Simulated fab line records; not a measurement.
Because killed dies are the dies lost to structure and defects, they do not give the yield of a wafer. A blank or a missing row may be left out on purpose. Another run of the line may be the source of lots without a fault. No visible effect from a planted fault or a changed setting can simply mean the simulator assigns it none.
fab line records	flow n5Finfet
record: lots: 4	wafers: 12	lastDay: 16
route steps=1938 shown BEOL_M4@1099 BEOL_M5@1112 BEOL_M8@1389 BEOL_M15@1830 PASSIVATION@1936
lots untouched by any fault: they come from a run of this same line in which no faults occurred
startH: the number of hours between the record's first day and the start of the first shown wafer of the lot	waitH: time in hours since the lot's previous step	" identical to the entry in the row above	L1.1+2: a single row standing in for several wafers	- no value present, or no start provided	* or withheld: withheld	< > ~ a bound
route shown NAME@n: NAME is a module with steps in the file, n the number in the route of the first one	usual: mean/standard deviation of fault-free wafers	same: alike in all rows	chamber/n: place in a boat	sites: readings site by site	_std_site: standard deviation across them	_edge_site: outer sites' mean less inner sites'	radiusMm: for every site, how far away it sits from the centre of the wafer	mask NAME#n: copy n	behind: tool/chamber where the wafer was last shaped	hold: why the lot went on hold/how many hours it stayed there/how the hold came to an end	device: the n, p or np transistor that did not switch	end of line: at the end of the route, the tests of the same wafers	a step without rows: its recipe alone	killed: count of dies lost to structure and defects at first sort (not the wafer's yield)	map: the dies of a wafer, with x for killed, . for not killed, _ for no die there
set.NAME: setting as actually run; set.NAME@STEP: the setting as run at that earlier step	model.NAME: the simulator's own value behind a step, which no gauge read
a table for each step, a row for each wafer; lots at some steps of the route
== steps ==
step: N5_BEOL_M4_ANNEAL_95
recipe: tempC: 400	timeS: 240	ambient: vacuum
step: N5_BEOL_M4_SPUTTER_96
recipe: material: Cu	targetThkA: 45	tempC: -20	chamberPressurePa: 0.07	powerW: withheld	timeS: 8.29
step: N5_BEOL_M4_ECD_50
recipe: material: Cu	targetThkA: 3000
step: N5_BEOL_M4_ANNEAL_51
recipe: tempC: 225	timeS: 90	ambient: N2
step: N5_BEOL_M4_CMP_52
recipe: stopOn: SiOC	tOverpolishS: 6.8	downForcePsi: 1	platenRpm: 50	clearingPlatenDownForcePsi: 1.5	clearingPlatenRpm: 50	postCmpClean: cuAlkaline	targetThkNm: 40	clearingPlatenPadVelocityMS: 0.99484	padVelocityMS: 0.99484
step: N5_BEOL_M4_PRE_CLEAN_60
recipe: gas: NH3/H2	timeS: 15	tempC: *	rfPowerW: 300
step: N5_BEOL_M4_CO_CAP_55
recipe: material: Co	targetThkA: 20	tempC: 200	precursor: CCTBA/H2	pressureTorr: 30	timeS: 102.1
step: N5_BEOL_M4_PRE_CLEAN_56
recipe: gas: NH3	timeS: 15	tempC: withheld	rfPowerW: 300
step: N5_BEOL_M4_DEP_57
recipe: material: SiCN	targetThkA: 80	tempC: withheld	precursor: 3MS/NH3	pressureTorr: 3	rfW: 202	timeS: 14
step: N5_BEOL_M4_RC_MEAS_101
usual: DIBL_N: 36.4/1.4	DIBL_P: 36.3/1.8	IOFF_N: 0.163/0.024	IOFF_P: 0.21/0.034	ION_N: 673/11	ION_P: 461/7.4	SS_N: 71.6/0.52	SS_P: 73.3/0.58	VT_N: 249.4/2.5	VT_P: -250/3.5
lot.wafer	tool	chamber	startH	waitH	DIBL_N[mV/V]	DIBL_P[mV/V]	IOFF_N[nA/um]	IOFF_P[nA/um]	ION_N[uA/um]	ION_P[uA/um]	SS_N[mV/dec]	SS_P[mV/dec]	VT_N[mV]	VT_P[mV]
L214.3	prober-01	0	209.68	0.3	35.8	37.3	0.170	0.23	674	460	71.6	73.3	250.7	-249
L214.4	"	0	"	"	34.4	35.1	0.139	0.18	665	459	72.3	72.9	252.4	-252
L214.5	"	0	"	"	34.8	35.1	0.148	0.18	653	452	72.1	73.4	255.3	-253
L215.1	prober-02	0	212.28	0.0	35.1	36.5	0.148	0.23	663	463	71.6	73.5	250.2	-251
L215.3	"	0	"	"	35.9	36.8	0.160	0.24	678	469	71.8	74.0	249.4	-247
L215.6	"	0	"	"	35.7	36.5	0.161	0.23	669	465	72.0	73.3	250.6	-249
L222.1	prober-01	0	260.20	0.0	36.1	37.3	0.168	0.23	678	460	72.5	73.5	248.1	-249
L222.4	"	0	"	"	33.9	34.3	0.118	0.18	659	455	71.5	72.2	255.4	-249
L222.5	"	0	"	"	35.8	36.7	0.162	0.22	672	463	71.8	72.5	249.3	-247
L225.4	prober-01	0	262.71	0.5	36.8	36.5	0.158	0.19	669	453	71.3	73.4	252.7	-253
L225.5	"	0	"	"	37.0	36.5	0.169	0.20	677	458	71.7	73.2	247.5	-253
L225.6	"	0	"	"	35.5	34.9	0.144	0.18	667	452	71.0	73.3	249.9	-255
step: N5_BEOL_M5_ILD_DEP_00
recipe: material: SiCOH_lowk	targetThkA: 1406.4	tempC: 300	precursor: DEMS/porogen	pressureTorr: 5	rfW: 500	timeS: 25.9
step: N5_BEOL_M5_CURE_79
recipe: tempC: 385	timeS: 240	ambient: He/Ar	material: SiCOH_lowk
step: N5_BEOL_M5_PECVD_70
recipe: material: SiO2	targetThkA: 160	tempC: 400	precursor: TEOS/O2	pressureTorr: 5.5	rfW: 450	teosFlowSccm: 53.8	gas: O2	flowSccm: 3000	timeS: 18
step: N5_BEOL_M5_HM_DEP_02
recipe: material: TiN	targetThkA: 200	tempC: 25	chamberPressurePa: 0.49996
step: N5_BEOL_M5_COAT_59
recipe: resist: SOC	tempC: 250	timeS: 60	spinRpm: 1500	resistThkNm: 60
step: N5_BEOL_M5_COAT_60
recipe: resist: SiARC	tempC: 220	timeS: 60	spinRpm: 1500	resistThkNm: 12
step: N5_BEOL_M5_COAT_71
recipe: resist: underlayer	tempC: 205	timeS: 60	spinRpm: 1500	resistThkNm: 5
step: N5_BEOL_M5_COAT_05
recipe: resist: CAR-EUV	spinRpm: 1500	resistThkNm: 30
step: N5_BEOL_M5_EBR_07
recipe: solvent: PGMEA	ebrWidthMm: 1.5
step: N5_BEOL_M5_SOFTBAKE_06
recipe: tempC: 110	timeS: 60	resist: CAR-EUV
step: N5_BEOL_M5_EXPOSE_08
recipe: maskId: M5	na: 0.33	sourceShape: annular	sigmaInner: 0.4	sigmaOuter: 0.8	polarization: unpolarized	targetCdNm: 28	doseMj: 35.75
step: N5_BEOL_M5_PEB_09
recipe: pebTempC: 100	pebTimeS: 60	resist: CAR-EUV
step: N5_BEOL_M5_DEVELOP_10
recipe: developTimeS: 30	developer: TMAH	resist: CAR-EUV	rinseLiquid: surfactantRinse	dry: airSpin	devTempC: 23
step: N5_BEOL_M5_DESCUM_16
recipe: chemistry: O2	timeS: 7	sourcePowerW: 50	biasPowerW: 20	pressureMtorr: 20	rfFrequencyHz: 2.712e+07	tempC: 40	resist: CAR-EUV	o2FlowSccm: 225
step: N5_BEOL_M5_ETCH_72
recipe: chemistry: N2/H2	target: underlayer	targetDepthA: 65	maskMaterial: CAR-EUV	timeS: 5.2	ionEnergyEv: 200	pressureMtorr: 30	sourceW: 840	biasW: 150	n2FlowSccm: 200	h2FlowSccm: 200	ends: cleared
step: N5_BEOL_M5_ETCH_61
recipe: chemistry: CF4	target: SiARC	targetDepthA: 156	maskMaterial: CAR-EUV	timeS: 26	ionEnergyEv: 80	pressureMtorr: 40	sourceW: 545	biasW: 36	Ar_flow_sccm: 100	cf4FlowSccm: 100	ends: cleared
step: N5_BEOL_M5_ETCH_62
recipe: chemistry: N2/H2	target: SOC	targetDepthA: 750	overetchA: 150	maskMaterial: SiARC	tempC: 40	timeS: 112.5	ionEnergyEv: 200	pressureMtorr: 30	sourceW: 840	biasW: 150	n2FlowSccm: 200	h2FlowSccm: 200
step: N5_BEOL_M5_STRIP_63
recipe: chemistry: N2/H2	tempC: 40	n2FlowSccm: 200	h2FlowSccm: 200	rfFrequencyHz: 6e+07
step: N5_BEOL_M5_STRIP_73
recipe: chemistry: N2/H2	tempC: 40	n2FlowSccm: 200	h2FlowSccm: 200	rfFrequencyHz: 6e+07
step: N5_BEOL_M5_STRIP_64
recipe: chemistry: CF4	resist: SiARC	powerW: 300	biasPowerW: 75	pressureMtorr: 50	cf4FlowSccm: 150	rfFrequencyHz: 6e+07
step: N5_BEOL_M5_HM_OPEN_17
recipe: chemistry: Cl2/BCl3	targetDepthA: 200	overetchA: 60	target: TiN	maskMaterial: SOC	ionEnergyEv: 150	pressureMtorr: 10	icpW: 1000	biasW: 126	Cl2_flow_sccm: 53.25	bcl3FlowSccm: 21.75	Ar_flow_sccm: 25
step: N5_BEOL_M5_STRIP_19
recipe: chemistry: O2	powerW: 400	tempC: 40	pressureMtorr: 30	rfFrequencyHz: 6e+07	biasPowerW: 0	overashFraction: 0.2	o2FlowSccm: 225
step: N5_BEOL_M5_COAT_65
recipe: resist: SOC	tempC: 250	timeS: 60	spinRpm: 1500	resistThkNm: 60
step: N5_BEOL_M5_COAT_66
recipe: resist: SiARC	tempC: 220	timeS: 60	spinRpm: 1500	resistThkNm: 12
step: N5_BEOL_M8_ALD_77
recipe: material: TaN	targetThkA: 20	tempC: 275	aldPrecursorFamily: PDMAT	aldCoReactant: NH3	pressureTorr: 3	carrierFlowSccm: 1500	pulseTimeS: 2	purgeTimeS: 3	coReactantPurgeTimeS: 2	coReactantPulseTimeS: 3	aldCycles: 40	precursorVesselTempC: 75	precursorVesselPressureTorr: 26.25	precursorVesselCarrierSccm: 1000
usual: heaterPowerW: 404/53	susceptorTempC: 275.01/0.16
lot.wafer	tool	chamber	startH	waitH	heaterPowerW	susceptorTempC
L215.1	aldMetal-02	0	249.33	0.0	465	274.92
L215.3	"	3	"	"	403	275.09
L215.6	"	0	"	"	455	275.01
L214.3	aldMetal-03	0	249.95	0.0	378	275.06
L214.4	"	1	"	"	416	275.12
L214.5	"	2	"	"	498	275.20
L222.1	aldMetal-02	2	300.46	0.3	400	274.66
L222.4	"	3	"	"	396	274.91
L222.5	"	0	"	"	461	274.84
L225.4	aldMetal-02	0	301.61	0.1	455	274.94
L225.5	"	0	"	"	466	275.16
L225.6	"	3	"	"	408	275.31
step: N5_BEOL_M15_RC_MEAS_101
usual: COMB_M10: 1.47e-11/2.8e-12	COMB_M11: 1.42e-11/2.7e-12	COMB_M12: 6.4e-12/1.4e-12	COMB_M13: 5.3e-12/1.3e-12	COMB_M14: 3.6e-12/8.5e-13	COMB_M15: 2.6e-12/6.2e-13	COMB_M5: 3.7e-11/7.2e-12	COMB_M6: 2.6e-11/6.1e-12	COMB_M7: 2.6e-11/5.7e-12	COMB_M7_max_site: 3.7e-11/8.4e-12	COMB_M8: 2.7e-11/5.1e-12	COMB_M8_max_site: 3.7e-11/8.6e-12	COMB_M9: 1.42e-11/2.7e-12	SERP_M10: 3.05/0.061	SERP_M11: 3.05/0.063	SERP_M11_max_site: 3.13/0.083	SERP_M12: 0.640/0.011	SERP_M13: 0.306/0.0053	SERP_M14: 0.161/0.0033	SERP_M5: 38.8/1.6	SERP_M6: 13.7/0.35	SERP_M7: 13.6/0.42	SERP_M8: 13.8/0.51	SERP_M9: 3.06/0.07
lot.wafer	tool	chamber	startH	waitH	COMB_M10[S/m]	COMB_M11[S/m]	COMB_M12[S/m]	COMB_M13[S/m]	COMB_M14[S/m]	COMB_M15[S/m]	COMB_M5[S/m]	COMB_M6[S/m]	COMB_M7[S/m]	COMB_M7_max_site[S/m]	COMB_M8[S/m]	COMB_M8_max_site[S/m]	COMB_M9[S/m]	SERP_M10[ohm/um]	SERP_M11[ohm/um]	SERP_M11_max_site[ohm/um]	SERP_M12[ohm/um]	SERP_M13[ohm/um]	SERP_M14[ohm/um]	SERP_M5[ohm/um]	SERP_M6[ohm/um]	SERP_M7[ohm/um]	SERP_M8[ohm/um]	SERP_M9[ohm/um]
L215.1	prober-01	0	298.21	0.1	1.47e-11	1.42e-11	4.7e-12	3.5e-12	2.9e-12	3.1e-12	3.4e-11	2.6e-11	3.4e-11	5.5e-11	4.5e-11	7.2e-11	1.48e-11	2.99	3.03	3.14	0.637	0.303	0.162	36.9	13.5	14.1	13.5	3.15
L215.3	"	0	"	"	1.47e-11	9.7e-12	5.1e-12	3.6e-12	3.6e-12	2.7e-12	3.2e-11	2.1e-11	2.9e-11	4e-11	2.3e-11	3e-11	1.1e-11	3.02	3.07	3.12	0.637	0.294	0.157	36.0	13.6	13.9	13.5	2.99
L215.6	"	0	"	"	1.65e-11	1.33e-11	6.2e-12	3.3e-12	3.9e-12	2.9e-12	3.3e-11	2.1e-11	2.2e-11	3.6e-11	2.9e-11	4.5e-11	1.45e-11	2.96	3.03	3.12	0.620	0.295	0.163	36.7	13.8	13.6	13.2	3.05
L214.3	prober-01	0	304.06	0.3	1.16e-11	9.1e-12	5.8e-12	6.2e-12	2.7e-12	2.8e-12	3.8e-11	3.8e-11	1.9e-11	2.4e-11	3.3e-11	5e-11	1.36e-11	3.08	3.11	3.24	0.640	0.302	0.160	37.6	13.7	13.3	13.7	3.07
L214.4	"	0	"	"	1.19e-11	8.9e-12	6.7e-12	3.5e-12	3.4e-12	2.2e-12	3.3e-11	2.7e-11	2.3e-11	4.7e-11	2.4e-11	3.5e-11	8.8e-12	3.03	3.17	3.20	0.629	0.306	0.157	39.0	14.1	13.7	13.8	3.16
L214.5	"	0	"	"	1.19e-11	8.8e-12	7.7e-12	3.9e-12	2.8e-12	3.1e-12	3.3e-11	2.4e-11	2e-11	2.8e-11	2.3e-11	2.6e-11	1.21e-11	3.10	3.14	3.31	0.654	0.309	0.158	36.9	13.7	14.0	13.8	3.04
L222.1	prober-02	0	365.17	0.0	1.42e-11	1.35e-11	4.4e-12	6.1e-12	3.5e-12	3e-12	4.6e-11	2e-11	2.1e-11	3.6e-11	2.7e-11	5.4e-11	1.88e-11	3.01	3.00	3.22	0.632	0.307	0.163	40.2	14.0	14.0	14.3	3.01
L222.4	"	0	"	"	1.62e-11	1.34e-11	5.5e-12	4e-12	3.6e-12	2.3e-12	5.3e-11	3e-11	2.8e-11	3.2e-11	4e-11	2.14e-10	1.59e-11	2.96	3.00	3.08	0.655	0.294	0.163	37.7	14.0	13.7	13.9	2.99
L222.5	"	0	"	"	1.64e-11	1.82e-11	5.2e-12	6.3e-12	5e-12	1.8e-12	4.4e-11	2.3e-11	3.2e-11	4.6e-11	4.1e-11	5e-11	1.71e-11	3.00	2.93	3.11	0.640	0.312	0.163	39.6	14.3	13.4	13.6	3.04
L225.4	prober-01	0	365.68	0.5	1.75e-11	1.13e-11	6.1e-12	4.8e-12	3.2e-12	2e-12	4.1e-11	3.1e-11	3.3e-11	5e-11	2.9e-11	4.2e-11	1.06e-11	3.05	3.00	3.12	0.638	0.302	0.156	39.5	13.3	14.1	13.5	3.01
L225.5	"	0	"	"	1.31e-11	1.38e-11	8.3e-12	5.2e-12	3.2e-12	2.1e-12	4e-11	2.4e-11	3.1e-11	3.3e-11	2e-11	3.1e-11	1.46e-11	3.19	3.06	3.19	0.607	0.308	0.159	37.3	13.1	14.0	14.2	2.95
L225.6	"	0	"	"	1.2e-11	1.35e-11	5.4e-12	5.5e-12	3.2e-12	2e-12	3.9e-11	3.3e-11	3.2e-11	5.4e-11	3.2e-11	3.19e-10	1.01e-11	3.13	3.06	3.11	0.596	0.305	0.156	41.5	13.6	13.7	13.5	3.02
step: N5_PASSIVATION_PROBE_49
usual: defectLimitedYield: 91.4/1.6	killed_at_M0_to_M3: 34/12	killed_at_M4_up: 13/5.2	killedAtContacts: 11/5.5	killedAtFrontEnd: 40/13	killedAtOther: 3.4/2.7	killedDies: 102/19	killedOpen: 66/15	killedShort: 33/7.9	sort_bin_4_leakage: 0/0	sort_bin_5_function: 5.1/1.1	sort_bin_6_memory: 3.2/0.7	sortNPass: 1078/19	sortYieldPct: 91.4/1.6
same: grossDies: 1180	killedAtBackSide: 0	sort_bin_8_speed[%]: 0
lot.wafer	tool	chamber	startH	waitH	defectLimitedYield[%]	killed_at_M0_to_M3	killed_at_M4_up	killedAtContacts	killedAtFrontEnd	killedAtOther	killedDies	killedOpen	killedShort	sort_bin_4_leakage[%]	sort_bin_5_function[%]	sort_bin_6_memory[%]	sortNPass	sortYieldPct[%]
L215.1	prober-02	-	311.21	0.0	92.2	16	33	13	28	2	92	59	31	0	4.7	2.5	1088	92.2
L215.3	prober-02	-	311.31	0.1	91.9	25	18	8	32	13	96	64	29	0	4.3	3.6	1084	91.9
L215.6	prober-02	-	311.46	0.3	94.7	18	18	6	15	6	63	39	18	0	3.1	2.1	1117	94.7
L214.3	prober-01	-	320.04	0.1	91.2	30	13	5	54	2	104	64	35	0	5.3	3.1	1076	91.2
L214.4	prober-01	-	320.09	0.2	90.7	47	13	10	40	0	110	68	37	0	6.2	3.1	1070	90.7
L214.5	prober-01	-	320.14	0.2	92.3	29	13	1	46	2	91	58	30	0	5.2	2.2	1089	92.3
L222.1	prober-01	-	381.01	0.0	87.5	50	14	12	69	2	147	98	47	0	7.0	4.7	1033	87.5
L222.4	prober-01	-	381.16	0.2	88.7	60	17	7	46	3	133	88	42	0.17	6.6	4.0	1047	88.7
L222.5	prober-01	-	381.21	0.2	88.9	45	20	12	50	4	131	86	42	0	6.5	3.8	1049	88.9
L225.4	prober-02	-	382.23	0.2	93.1	15	14	20	33	0	82	52	30	0	4.0	2.5	1098	93.1
L225.5	prober-02	-	382.28	0.2	91.6	22	11	24	42	0	99	60	39	0	4.5	3.7	1081	91.6
L225.6	prober-02	-	382.33	0.3	93.1	17	19	5	38	2	81	55	18	0.59	3.5	2.7	1099	93.1
killed by level:class
L215.1 BEOL_M4:geometricParticle:open=19 MOL_CONTACT_COAG:geometricParticle:open=11 BEOL_M0_SAQP:geometricParticle:short=7 STI_FIN_REVEAL:geometricParticle:open=5 GATE_CUT:geometricParticle:short=4 BEOL_M0_SAQP:geometricParticle:open=4 STARTING-WAFER:geometricParticle:short=4 FIN_SAQP:geometricParticle:open=3
L215.3 STI_FIN_REVEAL:geometricParticle:open=8 MOL_CONTACT_COAG:geometricParticle:open=8 BEOL_M0_SAQP:geometricParticle:open=7 FIN_SAQP:geometricParticle:short=5 BEOL_M0_SAQP:geometricParticle:short=5 BEOL_M1:geometricParticle:open=5 BEOL_M6:geometricParticle:open=5 MIM_TOP:geometricParticle:open=5
L215.6 BEOL_M0_SAQP:geometricParticle:open=7 BEOL_M4:geometricParticle:open=6 MOL_CONTACT_COAG:geometricParticle:open=5 FIN_SAQP:geometricParticle:open=4 BEOL_M0_SAQP:geometricParticle:short=4 STI_FIN_REVEAL:geometricParticle:open=3 GATE_CUT:geometricParticle:short=3 BEOL_M7:geometricParticle:open=3
L214.3 GATE_CUT:geometricParticle:short=10 BEOL_M0_SAQP:geometricParticle:short=10 FIN_SAQP:geometricParticle:short=7 DUMMY_GATE:geometricParticle:open=7 BEOL_M0_SAQP:geometricParticle:open=7 BEOL_M1:geometricParticle:open=7 STI_FIN_REVEAL:geometricParticle:open=6 ILD0:geometricParticle:open=5
L214.4 BEOL_M0_SAQP:geometricParticle:short=16 BEOL_M0_SAQP:geometricParticle:open=10 BEOL_M1:geometricParticle:open=10 MOL_CONTACT_COAG:geometricParticle:open=9 FIN_SAQP:geometricParticle:short=7 DUMMY_GATE:geometricParticle:open=7 GATE_CUT:geometricParticle:open=7 BEOL_M13:coatMicrobubblePrinted=5
L214.5 BEOL_M1:geometricParticle:open=11 DUMMY_GATE:geometricParticle:open=9 STARTING-WAFER:geometricParticle:open=7 FIN_SAQP:geometricParticle:short=6 BEOL_M0_SAQP:geometricParticle:open=6 STI_FIN_REVEAL:geometricParticle:open=5 BEOL_M0_SAQP:geometricParticle:short=5 STI_FIN_REVEAL:geometricParticle:short=4
L222.1 STI_FIN_REVEAL:geometricParticle:open=17 BEOL_M0_SAQP:geometricParticle:open=14 BEOL_M0_SAQP:geometricParticle:short=13 FIN_SAQP:geometricParticle:open=12 BEOL_M2:geometricParticle:open=9 DUMMY_GATE:geometricParticle:open=7 MOL_CONTACT_COAG:geometricParticle:open=7 BEOL_M3:geometricParticle:open=7
L222.4 FIN_SAQP:geometricParticle:open=12 BEOL_M0_SAQP:geometricParticle:open=12 BEOL_M0_SAQP:geometricParticle:short=12 BEOL_M1:geometricParticle:open=11 BEOL_M3:geometricParticle:open=10 FIN_SAQP:geometricParticle:short=6 STI_FIN_REVEAL:geometricParticle:open=6 MOL_CONTACT_COAG:geometricParticle:open=6
L222.5 FIN_SAQP:geometricParticle:short=11 FIN_SAQP:geometricParticle:open=11 BEOL_M0_SAQP:geometricParticle:open=11 BEOL_M1:geometricParticle:open=11 STI_FIN_REVEAL:geometricParticle:open=10 MOL_CONTACT_COAG:geometricParticle:open=9 BEOL_M0_SAQP:geometricParticle:short=8 BEOL_M4:geometricParticle:open=8
L225.4 MOL_CONTACT_COAG:geometricParticle:open=15 FIN_SAQP:geometricParticle:open=9 FIN_SAQP:geometricParticle:short=8 STI_FIN_REVEAL:geometricParticle:open=6 MOL_CONTACT_COAG:geometricParticle:short=5 BEOL_M0_SAQP:geometricParticle:short=5 BEOL_M0_SAQP:geometricParticle:open=5 STARTING-WAFER:geometricParticle:short=4
L225.5 MOL_CONTACT_COAG:geometricParticle:open=19 FIN_SAQP:geometricParticle:short=13 STI_FIN_REVEAL:geometricParticle:open=6 FIN_SAQP:geometricParticle:open=5 MOL_CONTACT_COAG:geometricParticle:short=5 BEOL_M0_SAQP:geometricParticle:open=5 STARTING-WAFER:geometricParticle:short=5 BEOL_M0_SAQP:geometricParticle:short=4
L225.6 FIN_SAQP:geometricParticle:open=15 FIN_SAQP:geometricParticle:short=8 BEOL_M0_SAQP:geometricParticle:open=8 M8:areaAld=7 MOL_CONTACT_COAG:geometricParticle:open=5 BEOL_M3:geometricParticle:open=4 DUMMY_GATE:geometricParticle:open=3 STARTING-WAFER:geometricParticle:open=3
map L222.1 (x killed, . not)
_________________x...........________________
______________.........x....xx.._____________
___________x......x................__________
__________........................xx_________
________..x......x..............x....._______
_______..x...............x.....x......x______
______.......x....................x....x_____
_____.............x...x..............x..x____
____.......................x..............___
___....xx...........x.....x.......x........__
___.....x.xx....x...x.x.x.x...............x__
__xx.x.........................x............_
__.x...............x..x....x.............x.._
_..........x.........x.....xx....xx.xx.....x.
_.....x...xxx.........x..................x...
_..x........................x..x...x..x......
_..x......x......x..x..x...........x.......x.
_.......xx.....xx....................x.x.x...
_....x........x.........x....x..xx......xx...
_.........x..x.....x....x..........x........x
_...x.................x.....x...x............
__.....x.....xx.x........x.x.x.....x........_
__.............x....x...................x.x._
___..x...................x.x.x.............__
___.......x..x.x.........x.x..x..x.......x.__
____...x.x.....................x......x...___
_____..x......x...xx........x...x........____
______x.....x..............x........x..._____
_______.................x..............______
________...x...........x.xx.........x._______
__________x..x.......x.............._________
___________.....................x..__________
______________...........x......_____________
_________________............________________
map L225.5 (x killed, . not)
_________________............________________
______________...........xx....._____________
___________.....xx.................__________
__________.........................x_________
________.......................x......_______
_______....xx.......x........x.......x.______
______..x.................x....x.......x_____
_____..........x.................x.......____
____..x....x...............x.......x..x...___
___........x............x............x.....__
___x..........x................x...x.......__
__.x....................x..xx..........x...._
__....x........x....x....x.................._
_...........x............x............xx.....
_x.................x..x................x.....
_..x.x.x.x.................xx................
_..........x......x.............xx...........
_...................................x........
_.............x............xx................
_..........x...................x.......x...x.
_..x...........xx.............xx.............
__.............x.x.......x.............x...._
__........xx....x............x.........x...x_
___.......................................x__
___........................................__
____..x...........................x....x..___
_____..x.......x.........................____
______.............x.........x......x..._____
_______.......x...............x.....x..______
________.......x......................_______
__________.........x................_________
___________.........x..............__________
______________..x...x..........x_____________
_________________...x.......x________________
== key ==
firstSign: step: N5_BEOL_M15_RC_MEAS_101	reading: COMB_M8_max_site	direction: up	sigmas: 27	usual: 3.7e-11	struck: 2.66e-10
effect: step: N5_PASSIVATION_PROBE_49	reading: sort_bin_4_leakage	direction: up	sigmas: 4.5	usual: 0	struck: 0.38
metAt N5_BEOL_M8_ALD_77
struckWafers L222.4,L225.6
onsetBetween 249.33 300.46
fault: kind: siteProfileDrift	tool: aldMetal-02	chamber: 3	onsetH: 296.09	steps: N5_BEOL_M8_ALD_77	basis: fraction	maxAbsDrift: 0.47297	slopeSharePerHr: 105.11	sitePattern: 0,0,0,0,0,-1,-1,-1,-1
